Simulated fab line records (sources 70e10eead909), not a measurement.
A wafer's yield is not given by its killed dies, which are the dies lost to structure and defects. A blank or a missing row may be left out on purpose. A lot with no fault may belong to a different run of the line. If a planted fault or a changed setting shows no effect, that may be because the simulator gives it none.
Comparing a struck lot with a sound one -- flow nand harc -- 33 steps out of a route of 1159
Sound: the wafers L992.2, L992.4, L992.6. The struck wafers were L104.1, L104.4, L104.6. The cause is given at the end.
Each step with rows lists, per side, the tool, then ch with its chambers, then its first start. Under that, the readings that differ: sound wafers -- struck wafers -- difference of the means -- sigmas: that difference in standard deviations of wafers without a fault.
alike: words and numbers the same on both sides, and readings whose means are apart by under 2 such deviations; not compared: readings that were withheld, readings missing a value for some wafer, numbers with overlapping values and no deviation given by the record, and bounds like >300 which may hide the same value.
A row with sigmas, a row that says differs or no value, or rows on one side alone: a step with any of these is where the two part. Non-overlapping numbers with no deviation appear without sigmas and do not part them. A reading that every wafer of one side lacks parts them only if that side has two wafers or more.

first, 9 steps without rows for these wafers: NHARC_A_CHANNEL_HOLE_D1_DEP_00 (deposits aC, target thk 3100 nm); NHARC_A_CHANNEL_HOLE_D1_DEP_01 (deposits SiON, target thk 140 nm); NHARC_A_CHANNEL_HOLE_D1_DEHYDRATE_02 (time 120 s); NHARC_A_CHANNEL_HOLE_D1_HMDS_03 (time 30 s); NHARC_A_CHANNEL_HOLE_D1_COAT_36 (time 75 s); NHARC_A_CHANNEL_HOLE_D1_COAT_37 (time 65 s); NHARC_A_CHANNEL_HOLE_D1_COAT_04 (resist thk 90 nm); NHARC_A_CHANNEL_HOLE_D1_SOFTBAKE_05 (time 55 s); NHARC_A_CHANNEL_HOLE_D1_EBR_06.
NHARC_A_CHANNEL_HOLE_D1_EXPOSE_07: exposes mask HOLE D1, target cd 100 nm.
  sound on arfi scanner-01 ch 0, day 7 15:27; struck on arfi scanner-01 ch 0, day 11 07:36
reading,sound,struck,difference,sigmas
exposure dose mJ cm2,59.58 59.70 59.61,56.24 56.34 56.44,-3.29,-56
  alike: mask
then, 2 steps without rows for these wafers: NHARC_A_CHANNEL_HOLE_D1_PEB_08 (peb time 65 s); NHARC_A_CHANNEL_HOLE_D1_DEVELOP_09 (develop time 35 s).
NHARC_A_CHANNEL_HOLE_D1_CD_MEAS_10: the cd target is 100 nm.
  sound on cd sem-02 ch 0, day 7 15:35; struck on cd sem-01 ch 0, day 11 07:44
reading,sound,struck,difference,sigmas
cd nm (nm),99.3 99.7 99.0,97.9 97.2 97.1,-1.9,-3
NHARC_A_CHANNEL_HOLE_D1_DESCUM_15: chemistry O2, time 3 s.
  sound on rie diel-13 ch 0,2,3, day 7 15:47; struck on rie diel-11 ch 2,3, day 11 07:55
reading,sound,struck,difference,sigmas
model.A_CHANNEL_HOLE_D1.cd nm (nm),98.14 100.1 98.99,97.06 96.64 96.32,-2.40,
  alike: drypump motor current A, oes product au, rf vpp V, showerhead plenum p Torr, throttle valve pct
  not compared: rf hours counter h
then, 16 steps without rows for these wafers: NHARC_A_CHANNEL_HOLE_D1_ETCH_38 (etches the open film in CF4, target depth 39 nm, time 65 s); NHARC_A_CHANNEL_HOLE_D1_ETCH_39 (etches the open film in N2/H2, target depth 260 nm, time 325 s); NHARC_A_CHANNEL_HOLE_D1_ETCH_34 (etches the open film in CF4/CHF3, target depth 154 nm, time 77 s); NHARC_A_CHANNEL_HOLE_D1_ETCH_16 (etches the open film in O2/COS, target depth 3100 nm, time 806 s); NHARC_A_CHANNEL_HOLE_D1_ETCH_19 (etches the open film in C4F8/O2/Ar, time 34.5 s); NHARC_A_CHANNEL_HOLE_D1_ETCH_20 (etches the open film in C4F8/O2/Ar, time 361.9 s, target depth 1600 nm); NHARC_A_CHANNEL_HOLE_D1_ETCH_21 (etches the open film in C4F8/O2/Ar, time 514.3 s, target depth 1600 nm); NHARC_A_CHANNEL_HOLE_D1_ETCH_22 (etches the open film in C4F8/O2/Ar, time 666.7 s, target depth 1600 nm); NHARC_A_CHANNEL_HOLE_D1_ETCH_23 (etches the open film in C4F8/O2/Ar, time 819 s, target depth 1600 nm); NHARC_A_CHANNEL_HOLE_D1_ETCH_24 (etches the open film in C4F8/O2/Ar, time 906.2 s, target depth 1500 nm); NHARC_A_CHANNEL_HOLE_D1_ETCH_25 (etches the open film in C4F8/O2/Ar, time 1040.2 s, target depth 1500 nm); NHARC_A_CHANNEL_HOLE_D1_ETCH_26 (etches the open film in C4F8/O2/Ar, time 224.1 s, target depth 300 nm); NHARC_A_CHANNEL_HOLE_D1_ETCH_33 (etches the open film in C4F8/O2/Ar, time 90 s, target depth 400 nm); NHARC_A_CHANNEL_HOLE_D1_STRIP_41 (strips in N2/H2); NHARC_A_CHANNEL_HOLE_D1_STRIP_42 (strips in CF4/CHF3); NHARC_A_CHANNEL_HOLE_D1_STRIP_43 (strips in O2/COS).
NHARC_A_CHANNEL_HOLE_D1_ETCH_44: etches the open film in CF4/O2, target depth 140 nm, overetch 14 nm, time 77 s.
  sound on rie diel-11 ch 1,2,3, day 7 21:40; struck on rie diel-11 ch 0,1,3, day 11 14:40
  alike: drypump motor current A, oes product au, rf vpp V, showerhead plenum p Torr, throttle valve pct
  not compared: rf hours counter h, model.A_CHANNEL_HOLE_D1.cd nm
then, 1 step without rows for these wafers: NHARC_A_CHANNEL_HOLE_D1_STRIP_27 (strips in O2).
-- the record jumps here: 11 days lie between the struck wafers' starts before and after (it left off in module A_CHANNEL_HOLE_D1 and takes up again in module END, whose first step shown is number 1159 of the route) --
NHARC_END_SORT_01:
  at this point the record logs the struck wafers (prober-02 ch 0, day 22 06:50) and has no rows for the sound ones

== WHERE THEY PART ==
First at NHARC_A_CHANNEL_HOLE_D1_EXPOSE_07; last, within this record, at NHARC_END_SORT_01.

WHY: what the simulator had put in
Drift in process parameters on arfi scanner-01 at NHARC_A_CHANNEL_HOLE_D1_EXPOSE_07, starting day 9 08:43. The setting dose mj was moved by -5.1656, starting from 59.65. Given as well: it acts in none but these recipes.
